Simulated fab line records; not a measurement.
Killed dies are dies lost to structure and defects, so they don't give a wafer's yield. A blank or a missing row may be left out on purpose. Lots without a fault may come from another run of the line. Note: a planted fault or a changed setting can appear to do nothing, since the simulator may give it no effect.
Chamber matching    flow n5Finfet    N5_BEOL_M9_PECVD_70 on pecvd-02 has 3 sister chambers
The step deposits SiO2 from TEOS/O2, target thk 20 nm, time 22.7 s. 3 wafers are shown with their chamber, then 7 later ones without.

WAFERS, EACH WITH ITS CHAMBER
wafer   chamber  throttleValvePct (%)
L086.4  0        22.6
L086.5  2        22.1
L087.4  1        23.4

WAFERS WHOSE CHAMBER IS MISSING
wafer   throttleValvePct (%)
L087.5  22.8
L089.2  23.4
L089.5  22.4
L089.6  22.4
L093.1  22.6
L093.4  23.3
L093.5  22.3

EACH ONE'S CHAMBER
wafer    from the rows above       in truth
L087.5   0                         0
L089.2   1                         1
L089.5   can't be placed: 0 or 2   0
L089.6   can't be placed: 0 or 2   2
L093.1   0                         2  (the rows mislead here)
L093.4   1                         1
L093.5   can't be placed: 2 or 0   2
Correct placement for 3 of the 7. These rows do not allow placing 3 (true chamber among the candidates in 3). Placed wrongly: 1.
How it was worked out, from the rows above alone: a wafer's distance from a chamber is the root of the sum, over the readings, of the square of ((its reading less the chamber's mean) divided by the reading's scatter). The wafer belongs to the nearest chamber; if the next one is less than 2 further off, it can't be placed. A chamber's mean is the mean of its shown wafers. The scatter: root of mean squared gap, hidden wafer to nearest shown wafer, with one shown wafer a chamber.
